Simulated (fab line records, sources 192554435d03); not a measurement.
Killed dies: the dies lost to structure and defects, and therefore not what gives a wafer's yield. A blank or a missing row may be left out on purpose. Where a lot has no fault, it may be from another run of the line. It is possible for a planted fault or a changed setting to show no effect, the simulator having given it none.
Split-lot experiment -- flow n5 finfet -- 7 lots, 21 wafers read, on a route of 1938 steps

THE SPLIT ITSELF
At N5_FIN_CUT_EXPOSE_05 (exposes mask FIN CUT), the setting dose mj was moved away from the recipe's 45.75 on 7 of the 21 wafers read, by -5.6% to +5.7%. This setting was run at the recipe's value on the other wafers.

FROM THE SPLIT TO THE READING: what the file shows between them, 2 steps
- N5_FIN_CUT_PEB_06: peb time 60 s
- N5_FIN_CUT_DEVELOP_07: develop time 30 s

THE READING
cd nm (nm) at N5_FIN_CUT_CD_MEAS_08, where the cd target is 29.1 nm. A value of 29.13 nm with a standard deviation of 0.25 nm is what fault-free wafers of this fab line usually give.

wafer,"tool, chamber at the split",dose mj as run,against the recipe,"cd nm, nm",against lot-mates on the recipe
L074.1,"euv scanner-02, 0",45.75,recipe,28.86,-
L074.3,"euv scanner-02, 0",47.1,+3.0%,29.50,+0.61
L074.5,"euv scanner-02, 0",45.75,recipe,28.92,-
L077.3,"euv scanner-01, 0",43.17,-5.6%,28.00,-1.24
L077.4,"euv scanner-01, 0",43.17,-5.6%,27.81,-1.43
L077.6,"euv scanner-01, 0",45.75,recipe,29.24,-
L081.4,"euv scanner-02, 0",43.18,-5.6%,27.89,-1.22
L081.5,"euv scanner-02, 0",43.18,-5.6%,27.82,-1.29
L081.6,"euv scanner-02, 0",45.75,recipe,29.11,-
L083.2,"euv scanner-01, 0",45.75,recipe,29.14,-
L083.3,"euv scanner-01, 0",45.75,recipe,28.92,-
L083.6,"euv scanner-01, 0",45.75,recipe,28.91,-
L087.1,"euv scanner-01, 0",45.75,recipe,29.22,-
L087.3,"euv scanner-01, 0",45.75,recipe,29.37,-
L087.4,"euv scanner-01, 0",48.36,+5.7%,30.15,+0.85
L093.2,"euv scanner-01, 0",45.75,recipe,29.54,-
L093.4,"euv scanner-01, 0",45.75,recipe,29.40,-
L093.6,"euv scanner-01, 0",45.75,recipe,29.51,-
L096.3,"euv scanner-02, 0",43.28,-5.4%,28.73,-0.91
L096.4,"euv scanner-02, 0",45.75,recipe,29.51,-
L096.6,"euv scanner-02, 0",45.75,recipe,29.76,-

FIT RESULTS
A straight line over all 21 wafers: cd nm changes by +0.195 nm for each +1% of dose mj; r = +0.89; the points scatter about the line by 0.3 nm.
The same after taking each lot's own level away (the mean of its wafers on the recipe; 21 wafers): +0.203 nm for each +1%; r = +0.98; scatter 0.13 nm.
The reading moves by 1.2 nm for the largest change in dose mj, on that fit.
From 28.890 to 29.635 nm: that is the span of the lots' own levels, equal to 3.0 times the standard deviation above.
So the lot-to-lot level changes the slope little: the two slopes agree.
Check: +1.24 nm against its lot-mates is what the line predicts for one of the wafers moved furthest among these (+5.7%) when that wafer is left out of the fit. It came out at +0.855 nm against them.

THE OTHER SPLITS THESE WAFERS WENT THROUGH
Note: prior to the reading, these wafers also went through further splits. Each is held against what the fit with the lots' levels taken away leaves over:
other split on the same wafers,wafers away from the commonest value,r with cd nm (lot level and that fit taken away)
N5_WELL_APT_COAT_02 spin rpm,9,+0.33
N5_WELL_APT_EXPOSE_05 dose mj,9,+0.18
N5_WELL_APT_EXPOSE_22 dose mj,6,-0.35
N5_WELL_APT_DESCUM_30 time s,9,-0.29
N5_FIN_SAQP_SPACER1_ALD_24 ald cycles,6,+0.20

THE WHOLE CHAIN: every reading that the file lists as answering this split, in the file's order
step,what it does,reading,change (the file's fit),r (the file's)
N5_FIN_CUT_CD_MEAS_08,target cd 29.1 nm,cd nm,+0.195 nm for each +1% of the setting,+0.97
N5_FIN_CUT_ETCH_30,"etches underlayer in N2/H2, target depth 13 nm, time 10.4 s","FIN_CUT.cd offset nm (the simulator's own value, which no gauge read)",+0.159 nm for each +1% of the setting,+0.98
N5_FIN_CUT_ETCH_20,"etches SiARC in CF4, target depth 26 nm, time 43.3 s","FIN_CUT.cd offset nm (the simulator's own value, which no gauge read)",+0.165 nm for each +1% of the setting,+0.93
N5_FIN_CUT_CUT_ETCH_27,"etches SiO2 in CHF3/O2, target depth 4 nm, overetch 2 nm, time 4.9 s","FIN_CUT.cd offset nm (the simulator's own value, which no gauge read)",+0.19 nm for each +1% of the setting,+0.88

FILE'S OWN FIT
cd nm changes by +0.195 nm for each +1% of dose mj, r = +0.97.
